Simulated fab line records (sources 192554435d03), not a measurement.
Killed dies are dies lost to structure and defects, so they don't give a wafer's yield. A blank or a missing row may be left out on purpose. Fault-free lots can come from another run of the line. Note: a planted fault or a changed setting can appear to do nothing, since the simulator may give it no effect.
Which tool is to blame? || flow n5 finfet || Sampling: 10 lots, 30 wafers, 3 of 1938 route steps

## WHAT EACH GAUGE READ, for each wafer
N5_MIM_BOT_LITHO_OVL_MEAS_11. Usual: for MIM_BOT_OVL the level is 0 nm and the standard deviation is 5.8.
{"lot": "L759", "measured": "day 13 02:57", "on": "overlay-01", "MIM_BOT_OVL (nm)": "3 1 10", "flag": ""}
{"lot": "L761", "measured": "day 13 05:58", "on": "overlay-02", "MIM_BOT_OVL (nm)": "7 6 14", "flag": ""}
{"lot": "L762", "measured": "day 14 03:13", "on": "overlay-01", "MIM_BOT_OVL (nm)": "7 2 0", "flag": ""}
{"lot": "L764", "measured": "day 15 07:07", "on": "overlay-02", "MIM_BOT_OVL (nm)": "1 6 11", "flag": ""}
{"lot": "L768", "measured": "day 16 20:43", "on": "overlay-01", "MIM_BOT_OVL (nm)": "-1 -6 4", "flag": ""}
{"lot": "L765", "measured": "day 17 14:01", "on": "overlay-02", "MIM_BOT_OVL (nm)": "545 550 553", "flag": "OFF"}
{"lot": "L770", "measured": "day 17 14:14", "on": "overlay-01", "MIM_BOT_OVL (nm)": "555 556 555", "flag": "OFF"}
{"lot": "L776", "measured": "day 19 08:12", "on": "overlay-02", "MIM_BOT_OVL (nm)": "-8 -3 -4", "flag": ""}
{"lot": "L779", "measured": "day 19 08:18", "on": "overlay-01", "MIM_BOT_OVL (nm)": "-9 3 -3", "flag": ""}
{"lot": "L777", "measured": "day 19 12:34", "on": "overlay-02", "MIM_BOT_OVL (nm)": "-3 -8 -5", "flag": ""}

## WHICH TOOL RAN EACH LOT (tool, then ch and the chambers of the sampled wafers, then the start)
{"lot": "L759", "N5_MIM_TOP_ETCH_STRIP_01": "rie diel-06 ch 0,1, day 13 02:22", "N5_MIM_BOT_LITHO_EXPOSE_05": "krf scanner-01 ch 0, day 13 02:45"}
{"lot": "L761", "N5_MIM_TOP_ETCH_STRIP_01": "rie diel-03 ch 2,3, day 13 05:29", "N5_MIM_BOT_LITHO_EXPOSE_05": "krf scanner-01 ch 0, day 13 05:46"}
{"lot": "L762", "N5_MIM_TOP_ETCH_STRIP_01": "rie diel-02 ch 0,2, day 14 02:38", "N5_MIM_BOT_LITHO_EXPOSE_05": "krf scanner-01 ch 0, day 14 03:00"}
{"lot": "L764", "N5_MIM_TOP_ETCH_STRIP_01": "rie diel-03 ch 0,1,3, day 15 06:40", "N5_MIM_BOT_LITHO_EXPOSE_05": "krf scanner-01 ch 0, day 15 06:55"}
{"lot": "L768", "N5_MIM_TOP_ETCH_STRIP_01": "rie diel-02 ch 0,1,3, day 16 20:09", "N5_MIM_BOT_LITHO_EXPOSE_05": "krf scanner-01 ch 0, day 16 20:31"}
{"lot": "L765", "N5_MIM_TOP_ETCH_STRIP_01": "rie diel-02 ch 0,2,3, day 17 13:27", "N5_MIM_BOT_LITHO_EXPOSE_05": "krf scanner-01 ch 0, day 17 13:50"}
{"lot": "L770", "N5_MIM_TOP_ETCH_STRIP_01": "rie diel-02 ch 1,2,3, day 17 13:47", "N5_MIM_BOT_LITHO_EXPOSE_05": "krf scanner-01 ch 0, day 17 14:01"}
{"lot": "L776", "N5_MIM_TOP_ETCH_STRIP_01": "rie diel-02 ch 0,2,3, day 19 07:45", "N5_MIM_BOT_LITHO_EXPOSE_05": "krf scanner-02 ch 0, day 19 07:59"}
{"lot": "L779", "N5_MIM_TOP_ETCH_STRIP_01": "rie diel-03 ch 0,2, day 19 07:51", "N5_MIM_BOT_LITHO_EXPOSE_05": "krf scanner-02 ch 0, day 19 08:06"}
{"lot": "L777", "N5_MIM_TOP_ETCH_STRIP_01": "rie diel-06 ch 0,3, day 19 12:06", "N5_MIM_BOT_LITHO_EXPOSE_05": "krf scanner-02 ch 0, day 19 12:23"}
- N5_MIM_TOP_ETCH_STRIP_01: strips in O2.
- N5_MIM_BOT_LITHO_EXPOSE_05: exposes mask MIM BOT.

## AS READ BY THE TOOLS THEMSELVES (means over the sampled wafers that have a number; for cases with no such wafer, the mark the record gives instead)
N5_MIM_TOP_ETCH_STRIP_01. Usual: drypump motor current A 5.7 A, standard deviation 0.44; oes product au 0.81 a.u., standard deviation 0.084; rf vpp V 3.3 V, standard deviation 1.1; showerhead plenum p Torr 2.10 Torr, standard deviation 0.077; throttle valve pct 16.68 %, standard deviation 0.21.
{"lot": "L759", "tool": "rie diel-06", "drypump motor current A (A)": 5.3, "oes product au (a.u.)": 0.82, "rf vpp V (V)": 1.7, "showerhead plenum p Torr (Torr)": 2.09, "throttle valve pct (%)": 16.70, "flag": ""}
{"lot": "L761", "tool": "rie diel-03", "drypump motor current A (A)": 5.4, "oes product au (a.u.)": 0.87, "rf vpp V (V)": 3.1, "showerhead plenum p Torr (Torr)": 2.23, "throttle valve pct (%)": 16.54, "flag": ""}
{"lot": "L762", "tool": "rie diel-02", "drypump motor current A (A)": 5.9, "oes product au (a.u.)": 0.75, "rf vpp V (V)": 2.7, "showerhead plenum p Torr (Torr)": 2.14, "throttle valve pct (%)": 16.82, "flag": ""}
{"lot": "L764", "tool": "rie diel-03", "drypump motor current A (A)": 5.4, "oes product au (a.u.)": 0.87, "rf vpp V (V)": 2.8, "showerhead plenum p Torr (Torr)": 2.13, "throttle valve pct (%)": 16.50, "flag": ""}
{"lot": "L768", "tool": "rie diel-02", "drypump motor current A (A)": 5.9, "oes product au (a.u.)": 0.79, "rf vpp V (V)": 3.4, "showerhead plenum p Torr (Torr)": 2.06, "throttle valve pct (%)": 16.72, "flag": ""}
{"lot": "L765", "tool": "rie diel-02", "drypump motor current A (A)": 5.8, "oes product au (a.u.)": 0.74, "rf vpp V (V)": 3.1, "showerhead plenum p Torr (Torr)": 2.07, "throttle valve pct (%)": 16.90, "flag": ""}
{"lot": "L770", "tool": "rie diel-02", "drypump motor current A (A)": 6.0, "oes product au (a.u.)": 0.74, "rf vpp V (V)": 3.8, "showerhead plenum p Torr (Torr)": 2.10, "throttle valve pct (%)": 16.85, "flag": ""}
{"lot": "L776", "tool": "rie diel-02", "drypump motor current A (A)": 5.8, "oes product au (a.u.)": 0.74, "rf vpp V (V)": 3.6, "showerhead plenum p Torr (Torr)": 2.07, "throttle valve pct (%)": 16.91, "flag": ""}
{"lot": "L779", "tool": "rie diel-03", "drypump motor current A (A)": 5.1, "oes product au (a.u.)": 0.82, "rf vpp V (V)": 3.2, "showerhead plenum p Torr (Torr)": 2.16, "throttle valve pct (%)": 16.62, "flag": ""}
{"lot": "L777", "tool": "rie diel-06", "drypump motor current A (A)": 5.3, "oes product au (a.u.)": 0.85, "rf vpp V (V)": 3.5, "showerhead plenum p Torr (Torr)": 2.04, "throttle valve pct (%)": 16.57, "flag": ""}

## THE ANSWER, worked out from the rows above alone
Rule: a lot is off if the mean of its wafers that have a number lies more than 3 standard deviations from the usual mean. A lot without any number at a reading at which 4 lots or more have one is off too. The other lots that the step has rows for count as sound. First the gauges in route order, then the tools' own readings, where a lot's mean is used as printed above. The first step at which some lot is off is used, and at that step the reading that is off furthest; a lot without a number counts as furthest.
Off: L765, L770, at N5_MIM_BOT_LITHO_OVL_MEAS_11 (MIM_BOT_OVL).
If a tool, at a process step before that reading, ran all the lots that are off and no sound lot after the first of them, it fits. Gauges at N5_MIM_BOT_LITHO_OVL_MEAS_11: tried the same way as those tools. One candidate fits, namely krf scanner-01 at N5_MIM_BOT_LITHO_EXPOSE_05. A fault onset in the window from L768 (day 16 20:31, its last sound lot) to L765 (day 17 13:50, its first lot off) fits.

## WHAT THE SIMULATOR PUT IN
Scanner matching overlay: krf scanner-01, from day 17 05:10 on, at N5_MIM_BOT_LITHO_EXPOSE_05. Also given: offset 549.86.
Shown lots that were struck: L765, L770. The rule given above showed the same thing.
